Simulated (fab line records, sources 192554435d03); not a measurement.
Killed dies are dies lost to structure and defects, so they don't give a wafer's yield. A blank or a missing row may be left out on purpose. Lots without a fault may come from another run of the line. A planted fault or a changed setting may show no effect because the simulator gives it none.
Which tool did it? | flow n5_finfet | 10 lots, 30 wafers sampled, at 5 steps of a route of 1938

WHAT THE GAUGES READ, wafer by wafer
The record holds no reading of a measuring or inspecting step that can be judged against a usual standard deviation.

WHICH TOOL RAN EACH LOT (tool, then ch and the chambers of the sampled wafers, then the start)
lot  | N5_BEOL_M2_SPUTTER_94        | N5_PASSIVATION_STRIP_14            | N5_PASSIVATION_DEGAS_18      | N5_PASSIVATION_DESCUM_46           | N5_PASSIVATION_PROBE_49
L998 | pvd_sputter-02, day 6 17:15  | rie_diel-02 ch 0,2,3, day 11 20:22 | pvd_sputter-02, day 11 20:49 | rie_diel-05 ch 1,2,3, day 11 23:46 | -
L999 | pvd_sputter-02, day 7 05:12  | rie_diel-02 ch 1,2, day 12 22:23   | pvd_sputter-03, day 12 22:47 | rie_diel-06 ch 0,3, day 13 02:13   | -
L100 | pvd_sputter-02, day 7 13:38  | rie_diel-03 ch 0,1,3, day 13 04:11 | pvd_sputter-01, day 13 04:36 | rie_diel-06 ch 0,1,2, day 13 07:05 | -
L101 | pvd_sputter-01, day 8 08:40  | rie_diel-02 ch 0,1, day 13 09:01   | pvd_sputter-02, day 13 09:37 | rie_diel-06 ch 0,1,3, day 13 12:26 | -
L104 | pvd_sputter-03, day 8 20:44  | rie_diel-04 ch 1,3, day 14 07:09   | pvd_sputter-02, day 14 07:33 | rie_diel-05 ch 0,1, day 14 10:29   | -
L105 | pvd_sputter-03, day 9 01:01  | rie_diel-03 ch 1,3, day 14 16:35   | pvd_sputter-03, day 14 17:01 | rie_diel-06 ch 1,2,3, day 14 19:38 | prober-02, day 14 22:46
L107 | pvd_sputter-01, day 9 17:13  | rie_diel-04 ch 0,3, day 15 05:13   | pvd_sputter-02, day 15 05:29 | rie_diel-01 ch 0,1,3, day 15 07:58 | -
L108 | pvd_sputter-03, day 9 18:05  | rie_diel-03 ch 1,2, day 15 08:14   | pvd_sputter-01, day 15 10:56 | rie_diel-01 ch 0,1, day 15 13:34   | prober-01, day 15 16:43
L115 | pvd_sputter-01, day 11 10:35 | rie_diel-04 ch 1,2, day 17 02:55   | pvd_sputter-01, day 17 04:33 | rie_diel-01 ch 0,3, day 17 07:24   | -
L117 | pvd_sputter-01, day 11 13:32 | rie_diel-03 ch 1,3, day 17 05:11   | pvd_sputter-01, day 17 05:56 | rie_diel-06 ch 0,2, day 17 08:41   | -
- N5_BEOL_M2_SPUTTER_94: material Cu, target thk 4.5 nm, time 8.29 s.
- N5_PASSIVATION_STRIP_14: strips in O2.
- N5_PASSIVATION_DEGAS_18: time 60 s.
- N5_PASSIVATION_DESCUM_46: chemistry O2, time 7.9 s.
- N5_PASSIVATION_PROBE_49

WHAT THE TOOLS THEMSELVES READ (means of the sampled wafers that have a number; where no wafer has one, the mark that the record gives instead)
N5_BEOL_M2_SPUTTER_94. Usual: throttle_valve_pct 30.3 %, standard deviation 0.95.
lot  | tool           | throttle_valve_pct (%) | flag
L998 | pvd_sputter-02 | 29.2                   |
L999 | pvd_sputter-02 | 30.7                   |
L100 | pvd_sputter-02 | 30.8                   |
L101 | pvd_sputter-01 | 30.9                   |
L104 | pvd_sputter-03 | 30.2                   |
L105 | pvd_sputter-03 | 30.2                   |
L107 | pvd_sputter-01 | 31.6                   |
L108 | pvd_sputter-03 | 30.1                   |
L115 | pvd_sputter-01 | 30.6                   |
L117 | pvd_sputter-01 | 29.9                   |

N5_PASSIVATION_STRIP_14. Usual: drypump_motor_current_A 5.7 A, standard deviation 0.39; oes_product_au 0.80 a.u., standard deviation 0.098; rf_vpp_V 3.8 V, standard deviation 0.94; showerhead_plenum_p_Torr 2.11 Torr, standard deviation 0.083; temp_c 59.98 C, standard deviation 0.12; throttle_valve_pct 16.64 %, standard deviation 0.22.
lot  | tool        | drypump_motor_current_A (A) | oes_product_au (a.u.) | rf_vpp_V (V) | showerhead_plenum_p_Torr (Torr) | temp_c (C) | throttle_valve_pct (%) | flag
L998 | rie_diel-02 | 5.5                         | 0.78                  | 4.1          | 2.08                            | 59.93      | 16.84                  |
L999 | rie_diel-02 | 6.0                         | 0.80                  | 3.9          | 2.07                            | 59.91      | 16.70                  |
L100 | rie_diel-03 | 5.8                         | 0.75                  | 3.5          | 2.09                            | 59.95      | 16.54                  |
L101 | rie_diel-02 | 6.1                         | 0.92                  | 3.9          | 2.07                            | 59.94      | 16.29                  |
L104 | rie_diel-04 | 5.6                         | 0.88                  | 3.0          | 2.17                            | 59.92      | 16.56                  |
L105 | rie_diel-03 | 5.6                         | 0.71                  | 2.4          | 2.10                            | 60.15      | 16.62                  |
L107 | rie_diel-04 | 6.0                         | 0.87                  | 3.4          | 2.22                            | 59.98      | 16.67                  |
L108 | rie_diel-03 | 5.9                         | 0.73                  | 3.6          | 2.01                            | 60.17      | 16.71                  |
L115 | rie_diel-04 | 5.6                         | 0.75                  | 4.2          | 2.08                            | 60.08      | 16.62                  |
L117 | rie_diel-03 | 5.6                         | 0.68                  | 3.7          | 2.12                            | 59.97      | 16.73                  |

N5_PASSIVATION_DEGAS_18. Usual: heater_power_w 477 W, standard deviation 44.
lot  | tool           | heater_power_w (W) | flag
L998 | pvd_sputter-02 | 489                |
L999 | pvd_sputter-03 | 459                |
L100 | pvd_sputter-01 | 496                |
L101 | pvd_sputter-02 | 464                |
L104 | pvd_sputter-02 | 513                |
L105 | pvd_sputter-03 | 461                |
L107 | pvd_sputter-02 | 491                |
L108 | pvd_sputter-01 | 451                |
L115 | pvd_sputter-01 | 419                |
L117 | pvd_sputter-01 | 491                |

N5_PASSIVATION_DESCUM_46. Usual: bias_power_w 20.00 W, standard deviation 0.063; drypump_motor_current_A 5.6 A, standard deviation 0.56; oes_product_au 0.81 a.u., standard deviation 0.085; rf_vpp_V 243.1 V, standard deviation 1.5; showerhead_plenum_p_Torr 2.09 Torr, standard deviation 0.074; temp_c 39.99 C, standard deviation 0.11; throttle_valve_pct 20.35 %, standard deviation 0.26.
lot  | tool        | bias_power_w (W) | drypump_motor_current_A (A) | oes_product_au (a.u.) | rf_vpp_V (V) | showerhead_plenum_p_Torr (Torr) | temp_c (C) | throttle_valve_pct (%) | flag
L998 | rie_diel-05 | 19.93            | 5.8                         | 0.86                  | 243.3        | 2.11                            | 39.96      | 20.30                  |
L999 | rie_diel-06 | 20.03            | 5.5                         | 0.86                  | 244.4        | 2.17                            | 39.87      | 20.38                  |
L100 | rie_diel-06 | 20.01            | 5.7                         | 0.79                  | 243.2        | 2.10                            | 39.97      | 20.50                  |
L101 | rie_diel-06 | 20.01            | 5.3                         | 0.79                  | 243.5        | 2.10                            | 40.03      | 20.57                  |
L104 | rie_diel-05 | 19.94            | 6.0                         | 0.85                  | 241.2        | 2.04                            | 40.11      | 20.20                  |
L105 | rie_diel-06 | 20.03            | 5.7                         | 0.84                  | 244.1        | 2.14                            | 40.04      | 20.48                  |
L107 | rie_diel-01 | 20.04            | 5.1                         | 0.77                  | 242.0        | 2.03                            | 39.96      | 20.42                  |
L108 | rie_diel-01 | 20.04            | 5.0                         | 0.71                  | 242.8        | 2.04                            | 39.90      | 20.47                  |
L115 | rie_diel-01 | 19.97            | 5.0                         | 0.78                  | 241.8        | 2.02                            | 39.92      | 20.56                  |
L117 | rie_diel-06 | 20.00            | 5.9                         | 0.76                  | 244.5        | 2.12                            | 39.91      | 20.37                  |

N5_PASSIVATION_PROBE_49. Usual: defect_limited_yield 91.2 %, standard deviation 1.4; killed_at_M0_to_M3 35, standard deviation 11; killed_at_M4_up 14, standard deviation 5.6; killed_at_contacts 12, standard deviation 5.6; killed_at_front_end 38, standard deviation 11; killed_at_other 4, standard deviation 3.4; killed_dies 103, standard deviation 17; killed_on_rim 13, standard deviation 3.5; killed_open 68, standard deviation 12; killed_short 33, standard deviation 8.8; sort_bin_4_leakage 0.00 %, standard deviation 0.007; sort_bin_5_function 5.1 %, standard deviation 0.89; sort_bin_6_memory 3.3 %, standard deviation 0.71; sort_n_pass 1077, standard deviation 17; sort_yield_pct 91.2 %, standard deviation 1.4.
lot  | tool      | defect_limited_yield (%) | killed_at_M0_to_M3 | killed_at_M4_up | killed_at_contacts | killed_at_front_end | killed_at_other | killed_dies | killed_on_rim | killed_open | killed_short | sort_bin_4_leakage (%) | sort_bin_5_function (%) | sort_bin_6_memory (%) | sort_n_pass | sort_yield_pct (%) | flag
L105 | prober-02 | 86.7                     | 98                 | 16              | 11                 | 27                  | 5               | 157         | 22            | 57          | 26           | 0.00                   | 8.0                     | 3.4                   | 1023        | 86.7               | OFF
L108 | prober-01 | 88.0                     | 99                 | 11              | 5                  | 26                  | 1               | 142         | 20            | 50          | 18           | 0.00                   | 7.2                     | 2.9                   | 1038        | 88.0               | OFF

THE ANSWER, worked out from the rows above alone
Rule: a lot is off if the mean of its wafers that have a number lies more than 3 standard deviations from the usual mean. A lot without any number at a reading at which 4 lots or more have one is off too. The other lots that the step has rows for count as sound. The gauges are gone through in route order, then the tools' own readings, and for those a lot's mean is taken as printed above. The first step at which some lot is off is used, and at that step the reading that is off furthest; a lot without a number counts as furthest.
Off: L105, L108, at N5_PASSIVATION_PROBE_49 (killed_at_M0_to_M3). Neither off nor sound, because the step has no rows for them: L998, L999, L100, L101, L104, L107, L115, L117.
A tool fits if, at that step or a process step before it, it ran every lot that is off, and no sound lot after the first of them. Can't be told from this: 2 tools fit, pvd_sputter-03 at N5_BEOL_M2_SPUTTER_94, rie_diel-03 at N5_PASSIVATION_STRIP_14.

WHAT THE SIMULATOR HAD PUT IN
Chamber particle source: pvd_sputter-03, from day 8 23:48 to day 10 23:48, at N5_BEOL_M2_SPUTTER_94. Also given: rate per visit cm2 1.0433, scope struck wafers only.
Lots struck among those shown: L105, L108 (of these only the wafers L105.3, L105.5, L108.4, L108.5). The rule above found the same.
